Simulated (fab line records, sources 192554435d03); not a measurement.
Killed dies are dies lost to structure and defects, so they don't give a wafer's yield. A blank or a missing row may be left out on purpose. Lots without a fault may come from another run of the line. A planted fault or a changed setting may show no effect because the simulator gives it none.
fab line records | flow n5_finfet
record lots=10 wafers=27 last_day=24
route steps=1938 shown BEOL_M2@876 BEOL_M4@1111
lots that met no fault: from a run of the same line without faults
start_h: hours from the record's first day to the start of the lot's first wafer shown | wait_h: hours since the lot's step before | " the same as in the row above | L1.1+2: a row that stands for several wafers | - no value, or no start given | * or withheld: withheld | < > ~ a bound
route shown NAME@n: a module of which the file shows steps, and the number in the route of the first | usual: mean/standard deviation of fault-free wafers | same: alike in all rows | chamber/n: place in a boat | sites: the reading at each site | _std_site: their standard deviation | _edge_site: outer sites' mean less inner sites' | radius_mm: how far each site lies from the wafer's centre | mask NAME#n: copy n | behind: the tool/chamber that last shaped the wafer | hold: why the lot was held/for how many hours/how that ended | device: the transistor (n, p or np) that didn't switch | end of line: the same wafers' tests at the end of the route | a step without rows: its recipe alone | killed: dies lost to structure and defects at the first sort, not the wafer's yield | map: a wafer's dies, x killed, . not, _ none there
set.NAME: the setting as run; set.NAME@STEP: as run at that earlier step | model.NAME: the simulator's own value behind a step, which no gauge read
steps of the route over a sample of lots; a table a step, a row a wafer
services: from which hour (start_h, from the record's first day; less than 0 if before it) a tool's chamber was out of use, for how many hours, and why
## steps
# step N5_BEOL_M2_CD_MEAS_28
# recipe target_cd_nm=26.2 landing_energy_ev=500 detector=se_inlens target_cd_y_nm=24.1 polarity=opening
# usual cd_nm=26.17/0.24
# columns lot.wafer tool chamber start_h wait_h cd_nm
L192.2 cd_sem-02 0 198.81 - 26.29
L192.4 " 0 " " 26.31
L192.6 " 0 " " 26.27
L190.2 cd_sem-01 0 231.71 - 26.12
L190.4 " 0 " " 26.46
L190.6 " 0 " " 26.19
L197.1 cd_sem-02 0 245.51 - 26.16
L197.3 " 0 " " 25.96
L197.4 " 0 " " 26.14
L195.2 cd_sem-03 0 248.14 - 26.36
L195.3 " 0 " " 26.19
L195.5 " 0 " " 26.08
L201.2 cd_sem-03 0 254.12 - 26.00
L201.4 " 0 " " 26.34
L201.6 " 0 " " 26.05
L200.2 cd_sem-01 0 263.74 - 26.08
L200.3 " 0 " " 26.06
L203.2 cd_sem-03 0 264.99 - 25.64
L203.4 " 0 " " 26.30
L203.5 " 0 " " 26.24
L205.2 cd_sem-02 0 269.33 - 25.78
L205.5 " 0 " " 25.96
L207.2 cd_sem-02 0 272.97 - 26.79
L207.3 " 0 " " 26.54
L210.1 cd_sem-02 0 282.21 - 25.94
L210.2 " 0 " " 26.21
L210.6 " 0 " " 26.19
# step N5_BEOL_M2_OVL_MEAS_29
# recipe points_per_wafer=522
# usual V1_OVL=-0.2/0.63
# columns lot.wafer tool chamber start_h wait_h V1_OVL[nm]
L192.2 overlay-01 0 198.84 0.0 -0.5
L192.4 " 0 " " 0.8
L192.6 " 0 " " 0.3
L190.2 overlay-01 0 231.74 0.0 -0.5
L190.4 " 0 " " -0.4
L190.6 " 0 " " -0.2
L197.1 overlay-02 0 245.54 0.0 0.0
L197.3 " 0 " " -0.7
L197.4 " 0 " " -0.3
L195.2 overlay-01 0 248.17 0.0 -0.3
L195.3 " 0 " " -0.6
L195.5 " 0 " " -0.6
L201.2 overlay-01 0 254.16 0.0 0.2
L201.4 " 0 " " -0.7
L201.6 " 0 " " 0.5
L200.2 overlay-01 0 263.78 0.0 0.1
L200.3 " 0 " " -0.5
L203.2 overlay-02 0 265.03 0.0 -0.9
L203.4 " 0 " " -1.3
L203.5 " 0 " " -1.3
L205.2 overlay-01 0 269.36 0.0 0.7
L205.5 " 0 " " 0.8
L207.2 overlay-01 0 273.00 0.0 0.0
L207.3 " 0 " " -0.8
L210.1 overlay-02 0 282.24 0.0 0.3
L210.2 " 0 " " 1.6
L210.6 " 0 " " 0.5
# step N5_BEOL_M2_ETCH_69
# recipe chemistry=CF4 target=SiARC target_depth_a=156 mask_material=CAR-EUV time_s=26 ion_energy_ev=80 pressure_mtorr=40 source_w=545 bias_w=36 Ar_flow_sccm=100 cf4_flow_sccm=100 ends=cleared
# usual drypump_motor_current_A=5.8/0.44 etch_rf_on_time_s=26.1/0.74 oes_product_au=0.68/0.071 rf_vpp_V=184.0/1.3 showerhead_plenum_p_Torr=2.14/0.075 throttle_valve_pct=15.62/0.22
# columns lot.wafer tool chamber start_h wait_h drypump_motor_current_A etch_rf_on_time_s oes_product_au rf_hours_counter_h rf_vpp_V showerhead_plenum_p_Torr throttle_valve_pct
L192.2 rie_diel-06 2 199.64 0.0 5.1 26.3 0.63 185 184.6 2.13 16.00
L192.4 " 1 " " 6.1 25.9 0.86 - 182.7 2.10 15.51
L192.6 " 3 " " 5.9 26.1 0.65 - 181.6 1.99 15.77
L190.2 rie_diel-02 0 231.88 0.0 6.5 27.3 0.70 45 183.9 2.18 15.65
L190.4 " 1 " " 6.2 27.4 0.68 75 186.9 2.24 15.25
L190.6 " 1 " " 6.2 27.4 0.68 - 185.4 2.24 15.25
L197.1 rie_diel-06 1 246.22 0.0 6.1 25.8 0.79 14 183.1 2.10 15.55
L197.3 " 3 " " 6.0 25.9 0.64 170 180.5 1.99 15.83
L197.4 " 0 " " 5.0 25.3 0.79 28 185.1 2.19 15.31
L195.2 rie_diel-03 3 248.31 0.0 6.0 25.7 0.58 244 182.7 2.04 15.87
L195.3 " 2 " " 5.9 26.1 0.61 213 182.8 2.04 15.56
L195.5 " 0 " " 6.1 26.5 0.61 - 186.7 2.13 15.86
L201.2 rie_diel-06 2 254.56 0.0 5.1 26.4 0.61 211 184.7 2.13 16.06
L201.4 " 0 " " 5.0 25.2 0.78 31 184.2 2.18 15.32
L201.6 " 2 " " 5.1 26.5 0.61 - 183.7 2.13 16.05
L200.2 rie_diel-06 1 263.92 0.0 6.1 34.8 0.67 21 182.0 2.10 15.57
L200.3 " 3 " " 5.9 34.8 0.54 177 182.1 1.98 15.82
L203.2 rie_diel-02 3 265.17 0.0 5.2 25.3 0.75 46 186.2 2.18 15.52
L203.4 " 2 " " 5.7 25.3 0.77 32 184.5 2.18 15.59
L203.5 " 3 " " 5.2 25.4 0.75 - 185.0 2.18 15.51
L205.2 rie_diel-06 3 269.50 0.0 6.0 35.1 0.54 180 181.3 1.98 15.83
L205.5 " 0 " " 5.0 25.6 0.76 - 184.2 2.18 15.33
L207.2 rie_diel-06 0 273.14 0.0 5.0 34.4 0.65 38 185.7 2.18 15.33
L207.3 " 3 " " 6.0 35.2 0.54 181 182.4 1.98 15.84
L210.1 rie_diel-03 0 282.39 0.0 6.1 26.4 0.61 186 183.2 2.12 15.88
L210.2 " 2 " " 5.9 25.8 0.60 227 182.6 2.03 15.59
L210.6 " 1 " " 5.5 25.0 0.64 - 185.1 2.21 15.55
# step N5_BEOL_M2_ETCH_41
# recipe chemistry=CH3F/O2 target=SiCN target_depth_a=299 taper_deg=2 time_s=52.5 ion_energy_ev=120 mask_material=TiN pressure_mtorr=30 source_w=395 bias_w=75 Ar_flow_sccm=150 CH3F_flow_sccm=30 O2_flow_sccm=20
# usual drypump_motor_current_A=5.8/0.44 oes_product_au=0.80/0.078 rf_vpp_V=297.6/1.8 showerhead_plenum_p_Torr=2.01/0.071 throttle_valve_pct=16.31/0.18
# same time_s=52.5
# columns lot.wafer tool chamber start_h wait_h drypump_motor_current_A oes_product_au rf_hours_counter_h rf_vpp_V showerhead_plenum_p_Torr throttle_valve_pct
L192.2 rie_diel-03 3 - - 6.0 0.69 230 296.5 1.90 16.51
L192.4 " 2 " " 5.9 0.72 199 295.6 1.91 16.27
L192.6 " 1 " " 5.5 0.76 - 301.0 2.07 16.12
L190.2 rie_diel-06 2 - - 5.2 0.72 216 296.1 1.97 16.71
L190.4 " 0 " " 5.1 0.89 36 298.5 2.04 16.06
L190.6 " 1 " " 6.1 0.91 - 297.7 1.95 16.30
L197.1 rie_diel-02 0 - - 6.5 0.81 63 297.6 2.03 16.39
L197.3 " 3 " " 5.2 0.86 50 298.2 2.04 16.25
L197.4 " 1 " " 6.2 0.77 94 299.4 2.10 16.02
L195.2 rie_diel-03 2 - - 5.9 0.70 227 295.3 1.90 16.32
L195.3 " 1 " " 5.4 0.74 198 298.3 2.07 16.17
L195.5 " 2 " " 5.9 0.71 - 294.7 1.90 16.33
L201.2 rie_diel-02 0 - - 6.5 0.80 71 298.6 2.03 16.41
L201.4 " 1 " " 6.2 0.76 103 300.8 2.09 16.05
L201.6 " 0 " " 6.5 0.80 - 296.4 2.03 16.40
L200.2 rie_diel-02 3 - - 5.2 0.84 59 298.5 2.04 16.28
L200.3 " 1 " " 6.2 0.77 104 300.4 2.09 16.03
L203.2 rie_diel-02 2 - - 5.7 0.88 47 297.8 2.03 16.36
L203.4 " 0 " " 6.5 0.81 74 298.1 2.03 16.40
L203.5 " 3 " " 5.3 0.85 - 297.3 2.04 16.28
L205.2 rie_diel-02 0 - - 6.5 0.78 79 297.8 2.02 16.42
L205.5 " 0 " " 6.5 0.79 - 299.0 2.02 16.43
L207.2 rie_diel-03 0 - - 6.1 0.71 199 295.2 1.97 16.56
L207.3 " 2 " " 5.9 0.69 241 297.1 1.89 16.35
L210.1 rie_diel-03 3 - - 6.0 0.94 18 301.7 2.13 16.07
L210.2 " 1 " " 5.5 0.72 219 298.3 2.06 16.23
L210.6 " 2 " " 5.9 0.69 - 293.3 1.89 16.37
# step N5_BEOL_M4_RC_MEAS_101
# usual DIBL_N=35.8/1.6 DIBL_P=35.6/2 IOFF_N=0.15/0.031 IOFF_P=0.20/0.033 ION_N=668/12 ION_P=459/6.8 SS_N=71.4/0.53 SS_P=73.1/0.63 VT_N=250/3.5 VT_P=-251/3
# columns lot.wafer tool chamber start_h wait_h DIBL_N[mV/V] DIBL_P[mV/V] IOFF_N[nA/um] IOFF_P[nA/um] ION_N[uA/um] ION_P[uA/um] SS_N[mV/dec] SS_P[mV/dec] VT_N[mV] VT_P[mV]
L192.2 prober-01 0 316.64 0.2 33.3 32.8 0.11 0.16 662 455 71.1 72.4 254 -253
L192.4 " 0 " " 34.9 34.0 0.13 0.17 662 452 71.9 72.8 253 -253
L192.6 " 0 " " 34.7 33.7 0.12 0.18 667 458 71.4 73.2 253 -254
L190.2 prober-01 0 371.60 0.2 35.1 33.8 0.14 0.18 665 460 70.7 72.5 251 -252
L190.4 " 0 " " 35.5 34.0 0.16 0.19 670 458 71.3 72.5 248 -252
L190.6 " 0 " " 35.7 34.8 0.15 0.19 668 456 70.7 72.8 248 -250
L197.1 prober-01 0 382.72 0.0 37.1 38.1 0.20 0.23 702 472 72.0 73.9 244 -247
L197.3 " 0 " " 35.8 36.3 0.17 0.20 675 455 71.6 74.0 249 -250
L197.4 " 0 " " 35.5 35.6 0.17 0.20 696 467 71.9 73.4 246 -251
L195.2 prober-01 0 387.70 0.2 34.6 34.7 0.12 0.17 643 449 70.8 71.9 258 -252
L195.3 " 0 " " 34.2 34.0 0.12 0.17 657 455 70.2 72.0 255 -253
L195.5 " 0 " " 33.9 34.0 0.12 0.17 644 451 70.4 72.1 256 -254
L201.2 prober-02 0 399.40 0.2 32.8 34.8 0.14 0.19 667 465 71.3 72.9 251 -252
L201.4 " 0 " " 33.6 34.3 0.14 0.19 663 459 71.6 72.9 252 -251
L201.6 " 0 " " 33.8 34.6 0.15 0.19 670 458 70.6 73.2 249 -252
L205.2 prober-01 0 399.52 0.2 37.4 38.2 0.19 0.24 678 453 71.8 73.9 245 -246
L205.5 " 0 " " 37.7 38.8 0.20 0.25 686 466 72.4 74.2 246 -248
L200.2 prober-02 0 402.70 0.2 34.1 33.8 0.11 0.17 655 455 71.3 72.1 253 -253
L200.3 " 0 " " 33.2 32.4 0.11 0.15 643 444 71.7 72.2 256 -256
L203.2 prober-01 0 414.49 0.2 35.5 34.4 0.15 0.20 656 453 71.4 73.3 251 -250
L203.4 " 0 " " 36.5 37.1 0.18 0.24 687 463 71.7 74.2 249 -249
L203.5 " 0 " " 35.1 34.5 0.15 0.20 648 450 71.2 73.0 253 -252
L207.2 prober-01 0 434.56 0.2 35.2 35.3 0.14 0.20 668 455 71.3 72.8 252 -250
L207.3 " 0 " " 38.3 38.7 0.21 0.26 685 470 71.5 73.5 246 -245
L210.1 prober-02 0 461.43 0.0 35.9 35.3 0.15 0.19 686 472 71.0 72.7 247 -250
L210.2 " 0 " " 35.6 34.6 0.13 0.19 659 458 71.7 72.8 251 -251
L210.6 " 0 " " 33.5 32.1 0.10 0.15 648 450 71.4 72.0 256 -255
## services
# columns tool chamber start_h hours kind
rie_diel-06 1 178.68 8.3 repair
rie_diel-06 1 187.14 - clean
rie_diel-06 1 187.14 - consumable_replace:focus_ring
rie_diel-06 1 187.14 11.7 scheduled_down
rie_diel-06 1 187.14 11.7 vent_cycle
rie_diel-06 0 190.59 13.1 repair
rie_diel-03 - 242.91 2.8 pm
rie_diel-02 2 248.45 4.3 repair
rie_diel-03 3 265.72 - clean
rie_diel-03 3 265.72 - consumable_replace:focus_ring
rie_diel-03 3 265.72 - consumable_replace:showerhead
rie_diel-03 3 265.72 20.1 scheduled_down
rie_diel-03 3 265.72 20.1 vent_cycle
rie_diel-03 - 317.07 1.1 repair
rie_diel-02 - 322.47 0.1 repair
## key
first_sign step=N5_BEOL_M2_ETCH_69 reading=etch_rf_on_time_s direction=up sigmas=12 usual=* struck=*
effect none on later readings
met_at N5_BEOL_M2_ETCH_69
struck_lots L200,L205,L207
struck_wafers L200.2,L200.3,L205.2,L207.2,L207.3
not_acting_at N5_BEOL_M2_CD_MEAS_28,N5_BEOL_M2_OVL_MEAS_29,N5_BEOL_M2_ETCH_41
onset_between 254.56 263.92
fault kind=process_parameter_drift tool=rie_diel-06 chamber=- onset_h=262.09 steps=N5_BEOL_M2_ETCH_69 channel=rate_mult offset=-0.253 shape=step end_h=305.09 scope=struck_wafers_only
